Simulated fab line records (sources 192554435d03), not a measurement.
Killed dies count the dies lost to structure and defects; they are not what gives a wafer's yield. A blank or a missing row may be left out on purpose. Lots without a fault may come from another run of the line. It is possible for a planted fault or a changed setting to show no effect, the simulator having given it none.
fab line records	flow n5Finfet
record lots=8	wafers=24	lastDay=17
route steps=1938 shown ILD0@338 SDB@347 BEOL_M4@1111 PASSIVATION@1936
lots that met no fault: taken from a fault-free run of the same line
startH: hours from the record's first day to the start of the lot's first wafer shown	waitH: time in hours since the lot's previous step	" as in the row above	L1.1+2: a row that stands for several wafers	- no value present, or no start provided	* or withheld: withheld	< > ~ a bound
route shown NAME@n: NAME is a module with steps in the file, n the number in the route of the first one	usual: mean/standard deviation of fault-free wafers	same: alike in all rows	chamber/n: place in a boat	sites: per-site readings	_std_site: standard deviation across them	_edge_site: outer sites' mean less inner sites'	radiusMm: how far each site lies from the wafer's centre	mask NAME#n: copy n	behind: the last tool/chamber to shape the wafer	hold: the reason the lot was held/the length of the hold in hours/how it ended	device: which transistor (n, p or np) failed to switch	end of line: the same wafers' tests at the end of the route	a step given without rows: its recipe and nothing more	killed: dies lost to structure and defects at the first sort, not the wafer's yield	map: per-die view of a wafer (x killed, . not killed, _ where there is no die)
set.NAME: the setting that was run; set.NAME@STEP: the one run at that earlier step	model.NAME: the simulator's own value behind a step, which no gauge read
one table for each step of the route and one row for each wafer, over a sample of lots
services: the hour from which a tool's chamber was out of use, counted from the record's first day as startH (under 0 if before that day), plus the number of hours and why
## steps
# step N5_ILD0_CMP_03
# recipe stopOn=SiNx	tOverpolishS=1.9	postCmpClean=alkalineBrush	downForcePsi=4.1491	platenRpm=51.796	padVelocityMS=1.0306	targetThkNm=197.38
# usual motorCurrentA=12.5/1.2	overpolishRunS=1.899/0.009	platenRpm=51.79/0.037	timeToEndpointS=70.6/2.8
lot.wafer	tool	chamber	startH	waitH	motorCurrentA	overpolishRunS	platenRpm	timeToEndpointS
L626.2	cmp-02	2	90.06	0.1	11.1	1.904	51.80	68.7
L626.3	"	3	"	"	12.1	1.895	51.84	71.1
L626.6	"	0	"	"	13.4	1.905	51.84	64.7
L628.3	cmp-02	2	102.65	0.0	11.4	1.908	51.83	72.9
L628.4	"	3	"	"	12.1	1.915	51.82	71.9
L628.1	"	1	"	"	13.3	1.896	51.84	70.7
L629.4	cmp-04	3	108.48	0.1	12.2	1.894	51.84	73.6
L629.3	"	0	"	"	12.0	1.901	51.76	71.2
L629.2	"	1	"	"	13.5	1.897	51.72	72.0
L634.2	cmp-01	2	142.58	0.0	13.1	1.900	51.76	69.5
L634.4	"	3	"	"	13.6	1.903	51.84	69.6
L634.5	"	3	"	"	13.8	1.898	51.76	67.7
L640.3	cmp-02	1	177.69	0.0	13.1	1.901	51.85	72.9
L640.1	"	3	"	"	12.0	1.905	51.79	74.8
L640.6	"	1	"	"	13.3	1.902	51.81	74.2
L641.4	cmp-02	0	183.60	0.0	12.5	1.909	51.87	69.9
L641.2	"	2	"	"	11.1	1.893	51.73	73.2
L641.5	"	0	"	"	13.4	1.895	51.81	72.1
L642.4	cmp-01	2	189.00	0.1	12.5	1.896	51.78	69.8
L642.6	"	1	"	"	14.6	1.911	51.80	70.1
L642.5	"	2	"	"	13.2	1.902	51.79	68.9
L643.4	cmp-01	2	194.93	0.0	13.0	1.879	51.77	71.7
L643.2	"	0	"	"	10.5	1.910	51.78	69.9
L643.6	"	2	"	"	12.8	1.886	51.77	72.3
# step N5_SDB_HM_DEP_00
# recipe material=SiNx	targetThkA=400	tempC=400	precursor=SiH4/NH3/N2	pressureTorr=1.5	rfW=300	timeS=35.3
# usual heaterPowerOuterW=484/64	heaterPowerW=798/96	showerheadPlenumPTorr=5.13/0.059	throttleValvePct=39.2/1.9
# same timeS=35.3
lot.wafer	tool	chamber	startH	waitH	heaterPowerOuterW	heaterPowerW	showerheadPlenumPTorr	sinceWetCleanH	throttleValvePct
L626.2	pecvd-04	2	93.99	0.0	448	729	5.15	406	37.7
L626.3	"	0	"	"	338	583	5.10	1160	37.5
L626.6	"	0	"	"	341	596	5.10	-	37.5
L628.1	pecvd-04	0	106.68	0.0	391	662	5.10	1173	37.4
L628.3	"	2	"	"	467	749	5.12	419	37.6
L628.4	"	2	"	"	476	739	5.13	-	37.7
L629.2	pecvd-02	1	112.82	0.0	479	689	5.25	1542	39.8
L629.3	"	0	"	"	443	746	5.15	817	39.7
L629.4	"	0	"	"	450	778	5.15	-	39.5
L634.2	pecvd-01	2	146.47	0.0	375	662	5.09	278	37.4
L634.4	"	2	"	"	371	667	5.09	-	37.0
L634.5	"	1	"	"	531	807	5.19	-	41.2
L640.1	pecvd-02	1	182.18	0.0	480	745	5.24	1611	39.6
L640.3	"	2	"	"	536	824	5.07	132	35.6
L640.6	"	0	"	"	435	756	5.14	-	40.2
L641.2	pecvd-04	2	187.80	0.0	438	719	5.15	500	37.9
L641.4	"	1	"	"	503	872	5.05	-	42.0
L641.5	"	2	"	"	446	727	5.13	-	38.1
L642.4	pecvd-01	0	192.89	0.1	582	954	5.13	-	39.6
L642.5	"	2	"	"	447	782	5.08	-	37.2
L642.6	"	1	"	"	488	768	5.21	-	41.1
L643.2	pecvd-04	2	198.82	0.0	471	759	5.13	511	37.7
L643.4	"	2	"	"	461	776	5.13	-	37.8
L643.6	"	2	"	"	480	779	5.14	-	37.5
# step N5_SDB_INSPECT_13
# recipe mode=adi	inspectInstrument=brightfield
# usual rawDefectCount=83/35
lot.wafer	tool	chamber	startH	waitH	rawDefectCount
L626.2	defectInspect-01	-	94.50	0.0	41
L626.3	"	-	"	"	523
L626.6	"	-	"	"	509
L628.1	defectInspect-02	-	107.19	0.0	479
L628.3	"	-	"	"	45
L628.4	"	-	"	"	94
L629.2	defectInspect-01	-	113.33	0.0	72
L629.3	"	-	"	"	82
L629.4	"	-	"	"	97
L634.2	defectInspect-01	-	146.98	0.0	51
L634.4	"	-	"	"	67
L634.5	"	-	"	"	79
L640.1	defectInspect-02	-	182.69	0.0	94
L640.3	"	-	"	"	196
L640.6	"	-	"	"	102
L641.2	defectInspect-01	-	188.33	0.0	110
L641.4	"	-	"	"	91
L641.5	"	-	"	"	96
L642.4	defectInspect-01	-	193.36	0.0	82
L642.5	"	-	"	"	45
L642.6	"	-	"	"	61
L643.2	defectInspect-02	-	199.23	0.0	54
L643.4	"	-	"	"	68
L643.6	"	-	"	"	87
# step N5_SDB_HM_OPEN_20
# recipe chemistry=CH3F/O2	target=SiNx	maskMaterial=SOC	targetDepthA=240	stopOn=poly-Si	overEtchFrac=0.4	ionEnergyEv=120	pressureMtorr=30	sourceW=395	biasW=73	Ar_flow_sccm=150	CH3F_flow_sccm=30	O2_flow_sccm=20
# usual CH3F_flow_sccm=30.00/0.084	drypumpMotorCurrentA=5.8/0.37	oesProductAu=0.65/0.085	rfVppV=297.2/2.7	showerheadPlenumPTorr=2.02/0.075	throttleValvePct=16.44/0.24
lot.wafer	tool	chamber	startH	waitH	CH3F_flow_sccm	drypumpMotorCurrentA	oesProductAu	rfHoursCounterH	rfVppV	showerheadPlenumPTorr	throttleValvePct
L626.2	rieDiel-02	0	94.93	0.0	30.00	6.1	0.59	233	299.0	1.97	16.48
L626.3	"	2	"	"	30.08	5.6	0.66	100	294.4	1.93	16.52
L626.6	"	1	"	"	29.97	5.6	0.59	-	303.9	1.98	16.48
L628.1	rieDiel-05	0	107.45	0.0	29.97	5.8	0.72	32	299.1	2.12	16.57
L628.3	"	2	"	"	30.05	6.0	0.57	203	294.1	2.06	16.64
L628.4	"	3	"	"	29.93	5.7	0.57	244	294.9	1.97	16.60
L629.2	rieDiel-06	0	113.59	0.0	30.13	5.7	0.58	233	295.2	1.89	16.59
L629.3	"	1	"	"	30.00	5.2	0.61	168	296.2	2.08	16.67
L629.4	"	3	"	"	29.90	5.6	0.57	223	300.7	1.97	16.57
L634.2	rieDiel-06	1	147.37	0.0	30.04	5.2	0.60	181	298.7	2.07	16.69
L634.4	"	3	"	"	30.07	5.6	0.57	-	299.7	1.97	16.62
L634.5	"	1	"	"	29.90	5.2	0.61	-	296.1	2.08	16.68
L640.1	rieDiel-05	2	182.95	0.0	29.94	6.0	0.56	232	294.2	2.05	16.71
L640.3	"	0	"	"	29.98	5.8	0.68	60	297.9	2.11	16.61
L640.6	"	3	"	"	30.02	5.7	0.76	-	294.7	1.96	16.14
L641.2	rieDiel-06	1	188.59	0.0	29.91	5.2	0.59	200	296.7	2.07	16.72
L641.4	"	2	"	"	30.00	6.3	0.76	-	296.8	2.13	15.94
L641.5	"	0	"	"	29.90	5.7	0.81	-	298.9	2.13	16.17
L642.4	rieDiel-06	2	193.85	0.0	30.00	6.3	0.77	-	298.5	2.13	15.94
L642.5	"	0	"	"	29.97	5.7	0.82	-	299.1	2.13	16.19
L642.6	"	1	"	"	30.09	5.2	0.60	-	295.8	2.07	16.74
L643.2	rieDiel-06	1	199.49	0.0	30.06	5.1	0.59	206	296.1	2.07	16.73
L643.4	"	0	"	"	29.99	5.7	0.79	-	299.2	2.13	16.18
L643.6	"	1	"	"	30.21	5.2	0.59	-	298.4	2.07	16.73
# step N5_SDB_ETCH_25
# recipe chemistry=C4F6/O2	target=SiO2	targetDepthA=100	timeS=3.3	ionEnergyEv=250	maskMaterial=SiNx	pressureMtorr=30	sourceW=345	biasW=185	Ar_flow_sccm=300	C4F6_flow_sccm=10	O2_flow_sccm=10
# usual drypumpMotorCurrentA=5.8/0.36	oesProductAu=0.77/0.1	rfVppV=665/6.2	showerheadPlenumPTorr=2.88/0.1	throttleValvePct=21.30/0.22
# same timeS=3.3
lot.wafer	tool	chamber	startH	waitH	drypumpMotorCurrentA	oesProductAu	rfHoursCounterH	rfVppV	showerheadPlenumPTorr	throttleValvePct
L626.2	rieDiel-05	2	95.23	0.0	6.0	0.70	200	657	2.93	21.43
L626.3	"	3	"	"	5.7	0.68	239	660	2.80	21.39
L626.6	"	1	"	"	5.5	0.68	-	670	2.82	21.34
L628.1	rieDiel-05	2	108.34	0.6	6.0	0.70	204	658	2.92	21.45
L628.3	"	3	"	"	5.7	0.69	244	660	2.80	21.38
L628.4	"	1	"	"	5.5	0.69	238	670	2.82	21.36
L629.2	rieDiel-02	3	114.26	0.4	6.5	0.81	69	666	3.01	20.99
L629.3	"	1	"	"	5.6	0.70	236	677	2.81	21.23
L629.4	"	0	"	"	6.1	0.69	240	670	2.81	21.26
L634.2	rieDiel-06	1	148.28	0.6	5.2	0.73	182	665	2.95	21.51
L634.4	"	3	"	"	5.6	0.67	-	672	2.80	21.40
L634.5	"	3	"	"	5.6	0.67	-	670	2.80	21.38
L640.1	rieDiel-06	3	183.26	0.0	5.6	0.66	252	670	2.79	21.40
L640.3	"	1	"	"	5.2	0.72	198	664	2.94	21.53
L640.6	"	3	"	"	5.6	0.66	-	670	2.79	21.43
L641.2	rieDiel-05	1	188.91	0.0	5.5	0.99	5	668	2.81	21.04
L641.4	"	3	"	"	5.7	0.92	17	659	2.79	21.03
L641.5	"	3	"	"	5.7	0.92	-	661	2.79	21.02
L642.4	rieDiel-06	1	194.62	0.5	5.1	0.72	-	664	2.94	21.53
L642.5	"	2	"	"	6.3	0.94	-	667	3.02	20.81
L642.6	"	0	"	"	5.7	0.99	-	670	3.02	21.09
L643.2	rieDiel-06	0	199.79	0.0	5.7	0.96	8	670	3.02	21.07
L643.4	"	0	"	"	5.7	0.96	-	670	3.02	21.08
L643.6	"	2	"	"	6.3	0.92	-	667	3.02	20.80
# step N5_BEOL_M4_RC_MEAS_101
# usual DIBL_N=36.1/1.3	DIBL_P=36.3/1.4	IOFF_N=0.162/0.024	IOFF_P=0.22/0.033	ION_N=674/9.9	ION_P=464/7.6	SS_N=71.6/0.53	SS_P=73.4/0.55	VT_N=249.4/2.9	VT_P=-249/3.3
lot.wafer	tool	chamber	startH	waitH	DIBL_N[mV/V]	DIBL_P[mV/V]	IOFF_N[nA/um]	IOFF_P[nA/um]	ION_N[uA/um]	ION_P[uA/um]	SS_N[mV/dec]	SS_P[mV/dec]	VT_N[mV]	VT_P[mV]
L626.2	prober-02	0	195.37	0.2	37.0	37.8	0.167	0.19	665	454	71.7	73.1	249.9	-253
L626.3	"	0	"	"	36.8	37.4	0.158	0.18	665	453	70.7	73.3	250.6	-257
L626.6	"	0	"	"	36.0	36.9	0.138	0.18	663	456	71.4	72.8	255.4	-253
L628.1	prober-01	0	202.37	0.0	36.7	37.3	0.166	0.20	670	454	70.2	72.8	248.5	-250
L628.3	"	0	"	"	36.6	36.2	0.155	0.20	672	460	71.3	72.9	248.3	-255
L628.4	"	0	"	"	37.6	37.2	0.177	0.21	670	452	71.9	73.0	248.4	-252
L629.2	prober-01	0	218.14	1.1	34.5	33.5	0.134	0.20	664	462	71.1	73.3	250.1	-252
L629.3	"	0	"	"	35.7	34.1	0.153	0.20	668	464	71.3	72.7	248.3	-248
L629.4	"	0	"	"	36.3	35.7	0.169	0.23	689	473	72.2	73.8	248.7	-247
L634.2	prober-01	0	244.55	0.2	36.6	37.9	0.189	0.28	685	477	71.0	74.2	245.0	-242
L634.4	"	0	"	"	35.9	36.8	0.182	0.26	690	474	71.6	73.8	246.8	-244
L634.5	"	0	"	"	36.6	37.4	0.191	0.28	695	486	71.3	73.7	247.2	-245
L640.1	prober-01	0	278.18	0.0	36.3	37.8	0.179	0.21	675	465	72.1	73.6	247.6	-250
L640.3	"	0	"	"	35.4	36.1	0.161	0.19	675	458	71.5	73.7	248.0	-252
L640.6	"	0	"	"	35.9	36.8	0.170	0.20	675	458	71.7	73.9	250.0	-250
L641.2	prober-02	0	284.58	0.2	38.8	38.9	0.210	0.26	690	472	72.5	74.0	246.8	-249
L641.4	"	0	"	"	36.9	36.9	0.172	0.23	682	468	72.1	73.4	248.5	-248
L641.5	"	0	"	"	37.9	38.3	0.193	0.24	681	466	71.6	74.0	247.4	-249
L643.2	prober-01	0	294.21	0.2	33.7	36.0	0.133	0.19	681	464	70.8	73.6	254.7	-249
L643.4	"	0	"	"	32.9	35.3	0.117	0.17	660	455	70.8	73.8	253.4	-253
L643.6	"	0	"	"	33.2	35.2	0.121	0.18	669	458	71.6	72.5	255.0	-252
L642.4	prober-02	0	301.76	0.5	35.8	34.9	0.142	0.22	675	465	71.0	72.7	249.5	-246
L642.5	"	0	"	"	33.6	32.3	0.111	0.18	654	461	71.4	72.7	252.1	-250
L642.6	"	0	"	"	36.4	36.6	0.154	0.24	683	470	71.3	73.4	250.5	-246
# step N5_PASSIVATION_PROBE_49
# usual defectLimitedYield=91.1/1.5	killed_at_M0_to_M3=36/11	killed_at_M4_up=13/5	killedAtContacts=13/5	killedAtFrontEnd=40/12	killedAtOther=3.3/2.3	killedDies=106/17	killedOpen=70/13	killedShort=34/7.6	sort_bin_5_function=5.3/0.96	sort_bin_6_memory=3.3/0.66	sortNPass=1074/17	sortYieldPct=91.1/1.5
# same grossDies=1180	killedAtBackSide=0	sort_bin_4_leakage[%]=0	sort_bin_8_speed[%]=0
lot.wafer	tool	chamber	startH	waitH	defectLimitedYield[%]	killed_at_M0_to_M3	killed_at_M4_up	killedAtContacts	killedAtFrontEnd	killedAtOther	killedDies	killedOpen	killedShort	sort_bin_5_function[%]	sort_bin_6_memory[%]	sortNPass	sortYieldPct[%]
L626.2	prober-02	-	296.10	0.1	90.7	44	17	13	33	3	110	75	35	6.4	2.6	1070	90.7
L626.3	prober-02	-	296.15	0.1	81.6	44	15	14	136	8	217	71	35	12.4	4.2	963	81.6
L626.6	prober-02	-	296.30	0.3	83.6	42	13	8	127	4	194	59	28	11.1	3.5	986	83.6
L628.1	prober-01	-	299.52	0.0	81.9	31	13	8	158	4	214	63	31	10.8	5.3	966	81.9
L628.3	prober-01	-	299.62	0.1	90.5	50	17	7	30	8	112	78	34	5.3	3.7	1068	90.5
L628.4	prober-01	-	299.67	0.2	92.5	38	18	7	22	4	89	57	32	4.6	2.8	1091	92.5
L629.2	prober-02	-	321.55	0.1	89.0	69	14	14	33	0	130	93	37	7.5	3.3	1050	89.0
L629.3	prober-02	-	321.60	0.1	90.3	47	10	18	40	0	115	81	34	5.9	3.7	1065	90.3
L629.4	prober-02	-	321.65	0.2	88.1	34	22	23	59	3	141	90	51	7.5	3.9	1039	88.1
L640.1	prober-01	-	391.80	0.0	92.0	15	11	10	53	5	94	70	23	4.9	2.9	1086	92.0
L640.3	prober-01	-	391.90	0.1	93.8	17	6	16	34	0	73	52	21	3.6	2.4	1107	93.8
L640.6	prober-01	-	392.05	0.3	90.8	36	15	11	42	5	109	73	35	5.4	3.3	1071	90.8
L641.2	prober-01	-	397.51	0.1	89.2	32	10	19	65	2	128	81	41	5.8	4.2	1052	89.2
L641.4	prober-01	-	397.61	0.2	88.6	58	5	16	53	3	135	85	46	7.2	3.6	1045	88.6
L641.5	prober-01	-	397.66	0.2	90.9	37	9	5	56	0	107	70	31	5.5	2.9	1073	90.9
L642.4	prober-01	-	416.36	0.2	90.2	37	18	14	43	4	116	70	40	5.3	3.6	1064	90.2
L642.5	prober-01	-	416.41	0.2	90.7	43	15	12	36	4	110	70	39	4.9	3.7	1070	90.7
L642.6	prober-01	-	416.46	0.3	90.2	40	17	13	44	2	116	72	40	5.1	3.7	1064	90.2
# killed by level:class
L626.2 BEOL_M0_SAQP:geometricParticle:open=14 MOL_CONTACT_COAG:geometricParticle:open=10 BEOL_M4:geometricParticle:open=10 STI_FIN_REVEAL:geometricParticle:open=9 BEOL_M0_SAQP:geometricParticle:short=8 BEOL_M2:geometricParticle:open=8 DUMMY_GATE:geometricParticle:open=6 STI_FIN_REVEAL:geometricParticle:short=4
L626.3 SDB:unspecified=111 BEOL_M0_SAQP:geometricParticle:short=17 MOL_CONTACT_COAG:geometricParticle:open=11 BEOL_M0_SAQP:geometricParticle:open=11 BEOL_M4:geometricParticle:open=10 STI_FIN_REVEAL:geometricParticle:open=6 BEOL_M1:geometricParticle:open=6 BEOL_M2:geometricParticle:open=5
L626.6 SDB:unspecified=107 BEOL_M0_SAQP:geometricParticle:open=13 BEOL_M0_SAQP:geometricParticle:short=9 MOL_CONTACT_COAG:geometricParticle:open=7 BEOL_M3:geometricParticle:open=7 STI_FIN_REVEAL:geometricParticle:open=5 BEOL_M4:geometricParticle:open=5 BEOL_M2:geometricParticle:open=4
L628.1 SDB:unspecified=119 STI_FIN_REVEAL:geometricParticle:open=13 MOL_CONTACT_COAG:geometricParticle:open=7 BEOL_M0_SAQP:geometricParticle:short=7 BEOL_M0_SAQP:geometricParticle:open=7 BEOL_M3:geometricParticle:open=7 FIN_SAQP:geometricParticle:short=6 STI_FIN_REVEAL:geometricParticle:short=4
L628.3 BEOL_M0_SAQP:geometricParticle:open=14 FIN_SAQP:geometricParticle:open=11 BEOL_M0_SAQP:geometricParticle:short=11 BEOL_M4:geometricParticle:open=11 BEOL_M2:geometricParticle:open=7 STI_FIN_REVEAL:geometricParticle:open=5 BEOL_M0:geometricParticle:open=5 MOL_CONTACT_COAG:geometricParticle:open=4
L628.4 BEOL_M0_SAQP:geometricParticle:short=9 BEOL_M0_SAQP:geometricParticle:open=9 BEOL_M4:geometricParticle:open=8 BEOL_M2:geometricParticle:open=6 DUMMY_GATE:geometricParticle:open=6 MOL_CONTACT_COAG:geometricParticle:open=6 BEOL_M2:geometricParticle:short=6 FIN_SAQP:geometricParticle:short=5
L629.2 MOL_CONTACT_COAG:geometricParticle:open=12 BEOL_M0_SAQP:geometricParticle:open=12 BEOL_M3:geometricParticle:open=11 BEOL_M0:geometricParticle:open=10 BEOL_M1:geometricParticle:open=10 BEOL_M2:geometricParticle:open=9 BEOL_M4:geometricParticle:open=9 DUMMY_GATE:geometricParticle:open=8
L629.3 BEOL_M1:geometricParticle:open=16 MOL_CONTACT_COAG:geometricParticle:open=15 FIN_SAQP:geometricParticle:open=8 FIN_SAQP:geometricParticle:short=8 BEOL_M3:geometricParticle:open=8 BEOL_M0_SAQP:geometricParticle:open=6 STI_FIN_REVEAL:geometricParticle:open=5 DUMMY_GATE:geometricParticle:open=5
L629.4 MOL_CONTACT_COAG:geometricParticle:open=14 FIN_SAQP:geometricParticle:open=12 STI_FIN_REVEAL:geometricParticle:open=12 BEOL_M1:geometricParticle:open=12 FIN_SAQP:geometricParticle:short=9 BEOL_M4:geometricParticle:open=9 MOL_CONTACT_COAG:geometricParticle:short=9 GATE_CUT:geometricParticle:short=8
L640.1 FIN_SAQP:geometricParticle:open=23 MOL_CONTACT_COAG:geometricParticle:open=8 FIN_SAQP:geometricParticle:short=7 STI_FIN_REVEAL:geometricParticle:open=7 BEOL_M1:geometricParticle:open=6 DUMMY_GATE:geometricParticle:open=4 BEOL_M4:geometricParticle:open=4 DUMMY_GATE:geometricParticle:short=3
L640.3 MOL_CONTACT_COAG:geometricParticle:open=12 STI_FIN_REVEAL:geometricParticle:open=7 FIN_SAQP:geometricParticle:open=6 STARTING-WAFER:geometricParticle:open=6 MOL_CONTACT_COAG:geometricParticle:short=4 BEOL_M1:geometricParticle:open=4 BEOL_M3:geometricParticle:open=3 DUMMY_GATE:geometricParticle:open=3
L640.6 STI_FIN_REVEAL:geometricParticle:open=12 BEOL_M1:geometricParticle:open=12 FIN_SAQP:geometricParticle:open=10 MOL_CONTACT_COAG:geometricParticle:open=8 BEOL_M4:geometricParticle:open=7 BEOL_M0_SAQP:geometricParticle:open=6 FIN_SAQP:geometricParticle:short=5 BEOL_M1:geometricParticle:short=5
L641.2 STI_FIN_REVEAL:geometricParticle:open=23 MOL_CONTACT_COAG:geometricParticle:open=14 BEOL_M0_SAQP:geometricParticle:short=11 BEOL_M0_SAQP:geometricParticle:open=9 FIN_SAQP:geometricParticle:short=8 FIN_SAQP:geometricParticle:open=6 DUMMY_GATE:geometricParticle:open=5 MOL_CONTACT_COAG:geometricParticle:short=5
L641.4 STI_FIN_REVEAL:geometricParticle:open=27 BEOL_M0_SAQP:geometricParticle:short=22 BEOL_M0_SAQP:geometricParticle:open=15 MOL_CONTACT_COAG:geometricParticle:open=12 BEOL_M2:geometricParticle:open=6 FIN_SAQP:geometricParticle:open=4 STI_FIN_REVEAL:geometricParticle:short=4 MOL_CONTACT_COAG:geometricParticle:short=4
L641.5 STI_FIN_REVEAL:geometricParticle:open=20 BEOL_M0_SAQP:geometricParticle:open=13 BEOL_M0_SAQP:geometricParticle:short=9 STI_FIN_REVEAL:geometricParticle:short=8 BEOL_M2:geometricParticle:open=6 HKMG_FIN:areaEtch=6 MOL_CONTACT_COAG:geometricParticle:open=5 FIN_SAQP:geometricParticle:open=4
L642.4 MOL_CONTACT_COAG:geometricParticle:open=12 FIN_SAQP:geometricParticle:open=11 BEOL_M2:geometricParticle:open=10 BEOL_M4:geometricParticle:open=9 BEOL_M0_SAQP:geometricParticle:short=7 STI_FIN_REVEAL:geometricParticle:open=6 HKMG_FIN:areaEtch=6 BEOL_M0_SAQP:geometricParticle:open=5
L642.5 BEOL_M0_SAQP:geometricParticle:open=11 BEOL_M2:geometricParticle:open=11 FIN_SAQP:geometricParticle:open=9 BEOL_M0_SAQP:geometricParticle:short=9 MOL_CONTACT_COAG:geometricParticle:open=9 STI_FIN_REVEAL:geometricParticle:open=7 FIN_SAQP:geometricParticle:short=6 BEOL_M3:geometricParticle:short=5
L642.6 BEOL_M3:geometricParticle:open=12 MOL_CONTACT_COAG:geometricParticle:open=11 BEOL_M3:geometricParticle:short=11 FIN_SAQP:geometricParticle:short=9 DUMMY_GATE:geometricParticle:open=9 BEOL_M4:geometricParticle:open=8 FIN_SAQP:geometricParticle:open=6 BEOL_M5:geometricParticle:open=5
## services
tool	chamber	startH	hours	kind
rieDiel-02	3	67.92	1.4	repair
cmp-01	-	72.24	31.9	repair
rieDiel-06	-	79.78	2.8	pm
cmp-02	-	81.87	0.4	repair
rieDiel-05	-	86.39	1.6	repair
pecvd-02	2	94.31	5.1	repair
rieDiel-05	2	100.46	3.0	repair
cmp-01	-	104.18	4.5	pm
pecvd-04	0	109.58	6.7	repair
rieDiel-05	3	111.83	8.0	repair
rieDiel-05	2	116.00	12.2	repair
pecvd-04	0	119.41	85.6	repair
rieDiel-06	2	127.08	-	clean
rieDiel-06	2	127.08	-	consumableReplace:esc
rieDiel-06	2	127.08	-	consumableReplace:focusRing
cmp-04	-	131.65	2.6	repair
rieDiel-05	0	132.36	12.9	repair
pecvd-02	-	134.52	2.8	pm
rieDiel-06	0	144.48	15.5	repair
cmp-04	-	157.70	1.3	repair
rieDiel-06	-	159.76	0.7	repair
cmp-04	-	169.03	0.3	repair
cmp-04	-	169.93	0.9	repair
cmp-02	-	184.67	4.0	pm
## key
firstSign step=N5_SDB_INSPECT_13	reading=rawDefectCount	direction=up	sigmas=12	usual=83	struck=504
effect step=N5_PASSIVATION_PROBE_49	reading=killedAtFrontEnd	direction=up	sigmas=8.2	usual=40	struck=140
moreKillsBornAt N5_SDB_HM_DEP_00@pecvd-04=337
metAt N5_SDB_HM_DEP_00
struckLots L626,L628
struckWafers L626.3,L626.6,L628.1
notActingAt N5_ILD0_CMP_03,N5_SDB_HM_OPEN_20,N5_SDB_ETCH_25
fault kind=chamberParticleSource	tool=pecvd-04	chamber=0	onsetH=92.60	steps=N5_SDB_HM_DEP_00	ratePerVisitCm2=0.67694	endH=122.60
